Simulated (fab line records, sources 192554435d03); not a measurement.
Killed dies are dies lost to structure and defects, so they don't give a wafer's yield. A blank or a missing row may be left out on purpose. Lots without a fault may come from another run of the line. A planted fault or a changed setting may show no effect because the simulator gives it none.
Chamber matching | flow n5_finfet | N5_BEOL_M0_SAQP_SPACER2_ALD_26 on ald_sin-01: 4 sister chambers
The step deposits SiO2, target thk 15 nm, pulse time 1 s, purge time 2 s. 7 wafers are shown with their chamber, then 9 later ones without.

WAFERS WITH THEIR CHAMBER
wafer  | chamber | heater_power_w (W) | precursor_pulse_height_rel
L076.1 | 3       | 394                | 1.022
L083.5 | 1       | 411                | 1.009
L089.4 | 2       | 488                | 1.009
L089.6 | 0       | 457                | 0.993
L090.2 | 1       | 404                | 0.961
L090.3 | 2       | 488                | 1.005
L090.6 | 0       | 469                | 0.980

WAFERS WITHOUT THEIR CHAMBER
wafer  | heater_power_w (W) | precursor_pulse_height_rel
L091.1 | 460                | 1.015
L091.3 | 491                | 1.050
L091.6 | 486                | 1.017
L094.1 | 474                | 1.007
L094.4 | 468                | 1.000
L094.5 | 392                | 0.967
L096.2 | 486                | 0.981
L096.3 | 464                | 0.992
L096.5 | 417                | 0.977

WHICH CHAMBER EACH WENT THROUGH
wafer  | from the rows above     | in truth
L091.1 | 0                       | 0
L091.3 | 2                       | 2
L091.6 | 2                       | 2
L094.1 | can't be placed: 0 or 2 | 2
L094.4 | 0                       | 0
L094.5 | can't be placed: 3 or 1 | 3
L096.2 | 2                       | 2
L096.3 | 0                       | 0
L096.5 | 1                       | 1
Placed correctly: 7 of 9. Can't be placed from these rows: 2 (the true chamber is among the candidates in 2). Placed wrongly: 0.
How it was worked out, from the rows above alone: a wafer's distance from a chamber is the root of the sum, over the readings, of the square of ((its reading less the chamber's mean) divided by the reading's scatter). The wafer belongs to the nearest chamber; if the next one is less than 2 further off, it can't be placed. A chamber's mean is the mean of its shown wafers. The scatter: the root of (the sum of the squares of (reading less its chamber's mean) over the shown wafers, divided by (wafers less chambers)).
